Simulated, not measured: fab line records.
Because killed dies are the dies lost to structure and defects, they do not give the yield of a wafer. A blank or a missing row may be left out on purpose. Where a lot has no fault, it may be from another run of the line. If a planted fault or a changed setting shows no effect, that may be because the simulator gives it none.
A lot that was struck, set against a sound lot -- flow n5 finfet -- 40 out of 1938 route steps
Sound: these wafers, L432.3, L432.4, L432.6. Wafers L445.2, L445.3, L445.5 were the ones struck. Last of all comes the cause.
Each step with rows lists, per side, the tool, then ch with its chambers, then its first start. Under that, the readings that differ: sound wafers -- struck wafers -- difference of the means -- sigmas: that difference in standard deviations of wafers without a fault.
alike: readings with means less than 2 such deviations apart, plus words and numbers identical on both sides. not compared: withheld readings, readings lacking a value on some wafer, bounds such as >300 that could conceal the same value, and numbers that have no deviation in the record and whose values overlap.
Wherever a step has rows on one side only, a row that says differs or no value, or a row with sigmas, the two part there. Non-overlapping numbers with no deviation appear without sigmas and do not part them. A reading missing from all wafers of one side parts the sides only when that side holds two or more wafers.

first, 1 step without rows for these wafers: N5_HKMG_FIN_STRIP_88 (strips in N2/H2, time 360 s).
N5_HKMG_FIN_NWFM_ALD_20: deposits TiAlC, target thk 2 nm, pulse time 3 s, purge time 2 s.
  sound on ald metal-01 ch 0,1, day 5 13:19; struck on ald metal-01 ch 0,1,2, day 8 17:06
  alike: heater power w, precursor pulse height rel
  not compared: since wet clean h
then, 6 steps without rows for these wafers: N5_HKMG_FIN_ALD_71 (deposits TiN, target thk 1 nm, pulse time 1 s, purge time 3 s); N5_HKMG_FIN_COAT_66 (time 60 s, resist thk 300 nm); N5_HKMG_FIN_ETCH_67 (etches SOC in N2/H2, stops on TiN, target depth 388.9 nm); N5_HKMG_FIN_STRIP_90 (strips SOC in N2/H2, time 20 s); N5_HKMG_FIN_WET_ETCH_73 (etches the open film in SC1, time 42.3 s, target depth 1.3 nm, rinse time 30 s); N5_HKMG_FIN_ETCHBACK_68 (etches the open film in Cl2/Ar, stops on HfO2, target depth 0.5 nm).
N5_HKMG_FIN_STRIP_69: strips in N2/H2, time 360 s.
  sound on plasma asher-01 ch 0,1, day 5 14:14; struck on plasma asher-01 ch 0,1, day 8 17:55
  alike: drypump motor current A, heater power w
  not compared: rf hours counter h
then, 3 steps without rows for these wafers: N5_HKMG_FIN_ALD_21 (deposits TiN, target thk 1.5 nm, pulse time 1 s, purge time 3 s); N5_HKMG_FIN_ALD_72 (deposits W, target thk 2 nm, pulse time 1 s, purge time 2 s); N5_HKMG_FIN_W_FILL_22 (material W, target thk 60 nm, time 18.2 s).
N5_HKMG_FIN_PRECLEAN_83: cleans in DIW, time 57.5 s.
  sound on wet bench-04 ch 0,1,6, day 5 14:58; struck on wet bench-04 ch 2,3,4, day 8 18:48
then, 4 steps without rows for these wafers: N5_HKMG_FIN_SRD_84 (dry time 32 s); N5_HKMG_FIN_CMP_23 (polishes, stops on SiNx, t overpolish 10 s, target thk 46.326 nm); N5_HKMG_FIN_CMP_94 (polishes, stops on SiNx, t overpolish 4.7 s, target thk 43.299 nm); N5_GATE_CUT_ETCHBACK_00 (etches W in SF6/Cl2).
N5_GATE_CUT_ETCH_56: etches TiN in Cl2/Ar, target depth 21.6 nm.
  sound on rie metal-01 ch 0,1, day 5 15:58; struck on rie metal-02 ch 0, day 8 19:43
  alike: bias w, drypump motor current A, he backside leak sccm, oes product au, throttle valve pct
  not compared: rf hours counter h
then, 1 step without rows for these wafers: N5_GATE_CUT_ETCHBACK_30 (etches TiN in Cl2/Ar, target depth 3 nm).
N5_GATE_CUT_VAPOR_ETCH_60: etches HfO2 in BCl3/Cl2.
  sound on rie metal-01 ch 0,1, day 5 16:06; struck on rie metal-02 ch 0, day 8 19:50
  alike: drypump motor current A, he backside leak sccm, oes product au
then, 1 step without rows for these wafers: N5_GATE_CUT_ETCH_58 (etches SiNx in CH3F/O2, target depth 17 nm, time 128.6 s).
N5_GATE_CUT_STRIP_59: strips in N2/H2, time 20 s.
  sound on rie diel-04 ch 0,1,3, day 5 16:17; struck on rie diel-01 ch 0,2, day 8 19:59
  alike: drypump motor current A, oes product au, rf vpp V, showerhead plenum p Torr, throttle valve pct
  not compared: rf hours counter h
then, 15 steps without rows for these wafers: N5_GATE_CUT_PRECLEAN_31 (cleans in DIW, time 300 s); N5_GATE_CUT_SRD_32 (time 30 s); N5_GATE_CUT_SAC_CAP_01 (material SiNx, target thk 24 nm, pulse time 1 s, ald cycles 480); N5_GATE_CUT_PECVD_57 (deposits SiNx from SiH4/NH3/N2, target thk 21 nm); N5_GATE_CUT_CMP_02 (polishes, stops on SiO2, t overpolish 12.7 s, target thk 0 nm); N5_GATE_CUT_HM_DEP_46 (deposits SiO2 from TEOS/O2, target thk 130 nm, time 26.6 s); N5_GATE_CUT_COAT_34 (time 60 s, resist thk 60 nm); N5_GATE_CUT_COAT_35 (time 60 s, resist thk 10 nm); N5_GATE_CUT_COAT_27 (time 60 s, resist thk 10 nm); N5_GATE_CUT_COAT_07 (resist thk 30 nm); N5_GATE_CUT_EBR_09; N5_GATE_CUT_SOFTBAKE_08 (time 60 s); N5_GATE_CUT_EXPOSE_10 (exposes mask GATE CUT, target cd 20 nm); N5_GATE_CUT_PEB_11 (peb time 60 s); N5_GATE_CUT_DEVELOP_12 (develop time 30 s).
N5_GATE_CUT_CD_MEAS_13: the cd target is 20 nm.
  sound on cd sem-03 ch 0, day 5 19:36; struck on cd sem-02 ch 0, day 8 23:13
  alike: cd nm
N5_GATE_CUT_OVL_MEAS_14:
  sound on overlay-02 ch 0, day 5 19:38; struck on overlay-02 ch 0, day 8 23:15
reading,sound,struck,difference,sigmas
GATE_CUT_OVL (nm),-0.2 -0.8 -0.6,0.8 0.5 1.2,+1.4,+2
-- here the record skips 9 days between the struck wafers' starts before and after, leaving off in module GATE_CUT and picking up in module PASSIVATION (first step shown: number 1936 of the route) --
N5_PASSIVATION_PROBE_49:
  struck on prober-02, day 17 11:34; sound on prober-01, day 14 06:23
reading,sound,struck,difference,sigmas
defect limited yield (%),91.7 93.0 94.2,85.1 82.0 86.9,-8.3,-6
killed_at_M0_to_M3,24 19 11,45 45 43,+26,+3
killed at front end,41 38 38,113 134 91,+74,+7
killed dies,98 83 68,176 212 154,+98,+6
killed on rim,6 11 8,20 28 21,+15,+4
sort_bin_5_function (%),4.7 4.2 3.1,8.5 12.1 7.2,+5.3,+6
sort_bin_8_speed (%),14.8 0 0.6,0 0 0,-5,-3
  alike: killed_at_M4_up, killed at contacts, killed at other, killed open, killed short, sort_bin_4_leakage, sort_bin_6_memory, sort n pass, sort yield pct

## WHERE THEY PART
Earliest at N5_GATE_CUT_OVL_MEAS_14; latest, in this record, at N5_PASSIVATION_PROBE_49.

WHY: what the simulator had put in
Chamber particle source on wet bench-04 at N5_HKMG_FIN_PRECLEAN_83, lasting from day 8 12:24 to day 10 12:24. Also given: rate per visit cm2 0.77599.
